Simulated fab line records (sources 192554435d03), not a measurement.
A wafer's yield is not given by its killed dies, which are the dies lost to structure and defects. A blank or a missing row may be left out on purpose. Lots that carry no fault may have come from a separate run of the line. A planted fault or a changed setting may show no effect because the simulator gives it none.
Which of the tools did it? | flow n5Finfet | 13 lots, 39 wafers sampled, at 4 steps of a route of 1938

## WHAT THE GAUGES SHOWED, per wafer
N5_ZERO_LAYER_CD_MEAS_11: target cd 2000 nm.
lot  | measured    | on       | cdNm (nm)
L876 | day 1 12:46 | cdSem-01 | 1997.5 1999.8 2002.6
L877 | day 1 18:39 | cdSem-03 | 2003.2 2006.2 2004.2
L878 | day 2 00:46 | cdSem-01 | 1999.2 2000.0 2003.2
L879 | day 2 06:46 | cdSem-02 | 2001.6 2004.1 1996.2
L881 | day 2 18:46 | cdSem-01 | 1998.7 2001.5 2001.0
L883 | day 3 06:46 | cdSem-02 | 2001.1 2001.5 1999.1
L884 | day 3 12:40 | cdSem-01 | 2000.9 2000.7 2004.3
L885 | day 3 18:48 | cdSem-03 | 1998.2 2000.8 2000.4
L889 | day 4 18:38 | cdSem-02 | 1999.0 1995.2 1997.3
L890 | day 5 00:48 | cdSem-01 | 1995.2 2001.5 2002.6
L891 | day 5 06:40 | cdSem-01 | 1998.4 2004.7 2004.4
L896 | day 6 12:51 | cdSem-03 | 1996.5 2001.6 2003.6
L898 | day 7 00:38 | cdSem-03 | 1997.7 1999.8 1997.1

N5_WELL_APT_CD_MEAS_25: target cd 200 nm.
lot  | measured    | on       | cdNm (nm)
L876 | day 1 15:04 | cdSem-02 | 203.1 198.3 203.3
L877 | day 1 21:02 | cdSem-01 | 197.6 200.3 197.4
L878 | day 2 03:25 | cdSem-01 | 200.0 195.8 197.6
L879 | day 2 08:56 | cdSem-03 | 203.1 202.3 202.8
L881 | day 2 23:24 | cdSem-03 | 202.5 201.9 198.9
L883 | day 3 09:44 | cdSem-03 | 201.3 201.2 199.0
L884 | day 3 15:13 | cdSem-03 | 200.9 201.3 201.2
L885 | day 3 21:58 | cdSem-03 | 198.5 194.4 198.6
L889 | day 4 20:50 | cdSem-03 | 203.6 204.6 203.0
L890 | day 5 02:50 | cdSem-02 | 197.4 197.1 203.1
L891 | day 5 08:49 | cdSem-02 | 201.4 201.1 199.8
L896 | day 6 15:24 | cdSem-01 | 201.4 199.7 204.0
L898 | day 7 03:38 | cdSem-03 | 205.0 205.6 202.9

## TOOL THAT RAN EACH LOT (tool first, then ch and the chambers of the sampled wafers, then the start)
lot  | N5_ZERO_LAYER_PECVD_02         | N5_WELL_APT_IMPLANT_14
L876 | pecvd-03 ch 0,1,2, day 1 12:17 | implanter-01 ch 0, day 1 14:01
L877 | pecvd-04 ch 0,1, day 1 18:17   | implanter-01 ch 0, day 1 20:04
L878 | pecvd-01 ch 0,1, day 2 00:17   | implanter-02 ch 0, day 2 02:31
L879 | pecvd-01 ch 0,1,2, day 2 06:17 | implanter-01 ch 0, day 2 08:02
L881 | pecvd-04 ch 0,2, day 2 18:17   | implanter-01 ch 0, day 2 22:28
L883 | pecvd-03 ch 0,1,2, day 3 06:17 | implanter-01 ch 0, day 3 08:43
L884 | pecvd-03 ch 1,2, day 3 12:17   | implanter-02 ch 0, day 3 14:09
L885 | pecvd-03 ch 1,2, day 3 18:17   | implanter-02 ch 0, day 3 21:04
L889 | pecvd-01 ch 0,1,2, day 4 18:17 | implanter-02 ch 0, day 4 19:57
L890 | pecvd-03 ch 1,2, day 5 00:19   | implanter-02 ch 0, day 5 01:54
L891 | pecvd-04 ch 0,2, day 5 06:17   | implanter-02 ch 0, day 5 07:47
L896 | pecvd-04 ch 1,2, day 6 12:28   | implanter-01 ch 0, day 6 14:28
L898 | pecvd-04 ch 0,1,2, day 7 00:17 | implanter-01 ch 0, day 7 02:35
- N5_ZERO_LAYER_PECVD_02: deposits SiO2 from SiH4/N2O, target thk 10 nm, time 6 s.
- N5_WELL_APT_IMPLANT_14

## AS READ BY THE TOOLS THEMSELVES (means over the sampled wafers that have a number; for cases with no such wafer, the mark the record gives instead)
N5_ZERO_LAYER_PECVD_02.
lot  | tool     | heaterPowerW (W) | rfFwdPowerW (W) | showerheadPlenumPTorr (Torr)
L876 | pecvd-03 | 762              | 271.0           | 8.23
L877 | pecvd-04 | 720              | 273.9           | 8.06
L878 | pecvd-01 | 825              | 271.4           | 8.03
L879 | pecvd-01 | 824              | 271.6           | 8.14
L881 | pecvd-04 | 726              | 273.6           | 8.14
L883 | pecvd-03 | 769              | 271.4           | 8.24
L884 | pecvd-03 | 690              | 271.1           | 8.26
L885 | pecvd-03 | 735              | 271.8           | 8.25
L889 | pecvd-01 | 794              | 272.1           | 8.14
L890 | pecvd-03 | 727              | 270.1           | 8.25
L891 | pecvd-04 | 722              | 272.7           | 8.14
L896 | pecvd-04 | 701              | 273.2           | 8.25
L898 | pecvd-04 | 729              | 274.1           | 8.16

N5_WELL_APT_IMPLANT_14.
lot  | tool         | doseIonsCm2 | faradayCurrentUA
L876 | implanter-01 | 1.4979e+13  | 189
L877 | implanter-01 | 1.5006e+13  | 190
L878 | implanter-02 | 1.5010e+13  | 190
L879 | implanter-01 | 1.4986e+13  | 190
L881 | implanter-01 | 1.5009e+13  | 193
L883 | implanter-01 | 1.5005e+13  | 189
L884 | implanter-02 | 1.4975e+13  | 191
L885 | implanter-02 | 1.4989e+13  | 190
L889 | implanter-02 | 1.3417e+13  | 173
L890 | implanter-02 | 1.3422e+13  | 172
L891 | implanter-02 | 1.3433e+13  | 168
L896 | implanter-01 | 1.4989e+13  | 190
L898 | implanter-01 | 1.5014e+13  | 190

## THE ANSWER, worked out from the rows above alone
Rule: usual is defined by the lots themselves. Put in order of their means at a reading, lots are off if they are a third of the lots or fewer, leave a main group of 4 or more, and stand apart from it by a gap of 3 or more times the standard deviation of the main group's means; of several such gaps the widest counts. If all means in a main group match to the digits the tables above print for the reading, that group is not used. A lot without any number at a reading at which 4 lots or more have one is off too. The other lots that the step has rows for count as sound. After the gauges, taken in route order, come the tools' own readings; for these a lot's mean is taken, as printed above. The first step at which some lot is off is used, and at that step the reading that is off furthest; a lot without a number counts as furthest.
Off: L889, L890, L891, at N5_WELL_APT_IMPLANT_14 (doseIonsCm2). Mean 1.4996e+13 and standard deviation 1.3e+10 in the main group.
A tool fits if, at that step or a process step before it, it ran every lot that is off, and no sound lot after the first of them. One fits: N5_WELL_APT_IMPLANT_14 on implanter-02. A fault onset in the window from L885 (day 3 21:04, its last sound lot) to L889 (day 4 19:57, its first lot off) fits.
The tool's own readings at N5_WELL_APT_IMPLANT_14 bear it out: on the lots that are off they differ by more than 5 times the standard deviation of the sound lots' means. doseIonsCm2 reads 1.3424e+13 there against 1.4996e+13 on the sound lots; faradayCurrentUA reads 171 there against 190 on the sound lots.

## WHAT HAD BEEN PUT IN BY THE SIMULATOR
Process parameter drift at N5_WELL_APT_IMPLANT_14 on implanter-02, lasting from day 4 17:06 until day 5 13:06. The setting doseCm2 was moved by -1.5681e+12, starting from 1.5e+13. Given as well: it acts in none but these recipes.
Shown lots that were struck: L889, L890, L891. Same finding as the rule above.
